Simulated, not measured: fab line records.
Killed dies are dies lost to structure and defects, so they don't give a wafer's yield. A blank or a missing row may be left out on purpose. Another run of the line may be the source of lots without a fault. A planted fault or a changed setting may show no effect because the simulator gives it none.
Which tool did it?	flow nand harc	12 lots, 36 wafers sampled, at 6 steps of a route of 1302

WHAT THE GAUGES READ, wafer by wafer
NHARC_P_M2_CD_MEAS_09: the cd target is 170 nm. Usual: cd nm 169.9 nm, standard deviation 0.48.
lot	measured	on	cd nm (nm)	flag
L865	day 7 15:23	cd sem-01	169.1 169.8 169.6	
L864	day 7 17:47	cd sem-03	170.4 170.1 169.5	
L866	day 8 02:46	cd sem-02	179.8 179.7 179.0	OFF
L867	day 8 15:39	cd sem-02	180.7 180.1 180.5	OFF
L875	day 12 12:55	cd sem-01	170.2 169.8 170.3	
L876	day 12 14:48	cd sem-02	170.2 170.7 170.0	
L879	day 13 13:06	cd sem-03	170.5 169.4 170.2	
L880	day 13 19:30	cd sem-03	170.5 170.3 169.9	
L881	day 14 11:49	cd sem-03	171.1 170.3 170.6	
L883	day 14 23:16	cd sem-03	170.4 170.0 169.3	
L884	day 15 12:11	cd sem-03	170.0 170.3 170.5	
L885	day 16 01:58	cd sem-01	169.8 170.0 169.2	

NHARC_END_SORT_01. Usual: defect limited yield 91 %, standard deviation 3.4; killed at array 54, standard deviation 23; killed at other 1.2, standard deviation 1.5; killed at periphery 3.9, standard deviation 2.5; killed dies 59, standard deviation 23; killed open 3.2, standard deviation 1.7; killed short 2.4, standard deviation 1.6; sort_bin_2_pct 3.0 %, standard deviation 1.4; sort_bin_3_pct 0.7 %, standard deviation 0.45; sort_bin_4_pct 5.0 %, standard deviation 1.9; sort n pass 618, standard deviation 23; sort rim yield pct 92 %, standard deviation 3.8; sort yield pct 91 %, standard deviation 3.4.
lot	measured	on	defect limited yield (%)	killed at array	killed at other	killed at periphery	killed dies	killed open	killed short	sort_bin_2_pct (%)	sort_bin_3_pct (%)	sort_bin_4_pct (%)	sort n pass	sort rim yield pct (%)	sort yield pct (%)	flag
L867	day 26 19:18	prober-01	95	27	1	5	33	3	4	0.9	0.4	3.5	644	94	95	
L875	day 31 14:07	prober-02	84 85 85	94 97 93	5 0 3	8 7 4	107 104 100	5 5 2	4 0 2	4.7 6.1 5.2	1.6 1.0 1.6	9.5 8.3 8.0	570 573 577	86 84 88	84 85 85	

TOOL THAT RAN EACH LOT (tool first, then ch and the chambers of the sampled wafers, then the start)
lot	NHARC_P_M1_PRE_CLEAN_30	NHARC_P_M1_ANNEAL_31	NHARC_P_M1_PRE_CLEAN_32	NHARC_P_M2_PEB_07
L865	pvd sputter-03, day 7 12:58 or earlier	rtp anneal-02 ch 0, day 7 12:58	pecvd-03 ch 0,1, day 7 13:53	litho track-04 ch 0, day 7 15:19
L864	pvd sputter-02, day 7 15:30 or earlier	rtp anneal-01 ch 0, day 7 15:30	pecvd-03 ch 1, day 7 16:25	litho track-04 ch 0, day 7 17:42
L866	pvd sputter-03, day 8 00:45 or earlier	rtp anneal-02 ch 0, day 8 00:45	pecvd-02 ch 0,2, day 8 01:34	litho track-04 ch 0, day 8 02:41
L867	pvd sputter-02, day 8 13:26 or earlier	rtp anneal-02 ch 0, day 8 13:26	pecvd-03 ch 0,1,2, day 8 14:20	litho track-04 ch 0, day 8 15:34
L875	pvd sputter-02, day 12 10:49 or earlier	rtp anneal-01 ch 0, day 12 10:49	pecvd-02 ch 0,1,2, day 12 11:43	litho track-04 ch 0, day 12 12:51
L876	pvd sputter-03, day 12 12:25 or earlier	rtp anneal-02 ch 0, day 12 12:25	pecvd-01 ch 0,2, day 12 13:20	litho track-04 ch 0, day 12 14:44
L879	pvd sputter-03, day 13 11:01 or earlier	rtp anneal-01 ch 0, day 13 11:01	pecvd-02 ch 1,2, day 13 11:54	litho track-06 ch 0, day 13 13:02
L880	pvd sputter-02, day 13 17:31 or earlier	rtp anneal-01 ch 0, day 13 17:31	pecvd-03 ch 0,1, day 13 18:18	litho track-04 ch 0, day 13 19:25
L881	pvd sputter-02, day 14 09:47 or earlier	rtp anneal-01 ch 0, day 14 09:47	pecvd-02 ch 1,2, day 14 10:38	litho track-01 ch 0, day 14 11:44
L883	pvd sputter-01, day 14 21:13 or earlier	rtp anneal-01 ch 0, day 14 21:13	pecvd-03 ch 0,1,2, day 14 22:05	litho track-04 ch 0, day 14 23:11
L884	pvd sputter-01, day 15 09:59 or earlier	rtp anneal-02 ch 0, day 15 09:59	pecvd-01 ch 1,2, day 15 10:52	litho track-06 ch 0, day 15 12:07
L885	pvd sputter-01, day 15 23:47 or earlier	rtp anneal-01 ch 0, day 15 23:47	pecvd-02 ch 0,1, day 16 00:38	litho track-04 ch 0, day 16 01:53
- NHARC_P_M1_PRE_CLEAN_30: time 30 s.
- NHARC_P_M1_ANNEAL_31: time 90 s.
- NHARC_P_M1_PRE_CLEAN_32: time 12 s.
- NHARC_P_M2_PEB_07: peb time 65 s.

AS READ BY THE TOOLS THEMSELVES (means over the sampled wafers that have a number; for cases with no such wafer, the mark the record gives instead)
NHARC_P_M1_PRE_CLEAN_30. Usual: heater power w 445 W, standard deviation 31.
lot	tool	heater power w (W)	flag
L865	pvd sputter-03	455	
L864	pvd sputter-02	442	
L866	pvd sputter-03	454	
L867	pvd sputter-02	446	
L875	pvd sputter-02	461	
L876	pvd sputter-03	450	
L879	pvd sputter-03	452	
L880	pvd sputter-02	424	
L881	pvd sputter-02	433	
L883	pvd sputter-01	426	
L884	pvd sputter-01	460	
L885	pvd sputter-01	412	

NHARC_P_M1_ANNEAL_31. Usual: wafer_temp_C_max 225.79, standard deviation 0.22.
lot	tool	wafer_temp_C_max	flag
L865	rtp anneal-02	226.02	
L864	rtp anneal-01	225.68	
L866	rtp anneal-02	225.74	
L867	rtp anneal-02	225.94	
L875	rtp anneal-01	225.93	
L876	rtp anneal-02	225.52	
L879	rtp anneal-01	225.94	
L880	rtp anneal-01	225.64	
L881	rtp anneal-01	225.79	
L883	rtp anneal-01	225.81	
L884	rtp anneal-02	225.57	
L885	rtp anneal-01	225.85	

NHARC_P_M1_PRE_CLEAN_32. Usual: heater power w 626 W, standard deviation 63.
lot	tool	heater power w (W)	flag
L865	pecvd-03	510	
L864	pecvd-03	638	
L866	pecvd-02	626	
L867	pecvd-03	596	
L875	pecvd-02	638	
L876	pecvd-01	641	
L879	pecvd-02	602	
L880	pecvd-03	606	
L881	pecvd-02	609	
L883	pecvd-03	617	
L884	pecvd-01	665	
L885	pecvd-02	658	

NHARC_P_M2_PEB_07. Usual: resist line temp C 22.97 C, standard deviation 0.11.
lot	tool	resist line temp C (C)	flag
L865	litho track-04	23.07	
L864	litho track-04	22.95	
L866	litho track-04	22.75	
L867	litho track-04	23.02	
L875	litho track-04	23.03	
L876	litho track-04	22.95	
L879	litho track-06	23.02	
L880	litho track-04	23.05	
L881	litho track-01	22.96	
L883	litho track-04	22.89	
L884	litho track-06	22.92	
L885	litho track-04	22.81	

THE ANSWER, worked out from the rows above alone
Rule: lot off if the mean of its wafers having a number is beyond 3 standard deviations from the usual mean. A lot without any number at a reading at which 4 lots or more have one is off too. The other lots that the step has rows for count as sound. After the gauges, taken in route order, come the tools' own readings; for these a lot's mean is taken, as printed above. At the first step where some lot is off, the reading lying furthest off is the one used; lots without a number count as furthest.
Off: L866, L867, at NHARC_P_M2_CD_MEAS_09 (cd nm).
A tool fits if, at a process step before that reading, it ran every lot that is off, and no sound lot after the first of them. The gauges at NHARC_P_M2_CD_MEAS_09 are tried like those tools. NHARC_P_M1_PRE_CLEAN_30 gives no start for some lots, so the hours and the order of its lots are those of NHARC_P_M1_ANNEAL_31. None of those tried fits.

WHAT THE SIMULATOR PUT IN
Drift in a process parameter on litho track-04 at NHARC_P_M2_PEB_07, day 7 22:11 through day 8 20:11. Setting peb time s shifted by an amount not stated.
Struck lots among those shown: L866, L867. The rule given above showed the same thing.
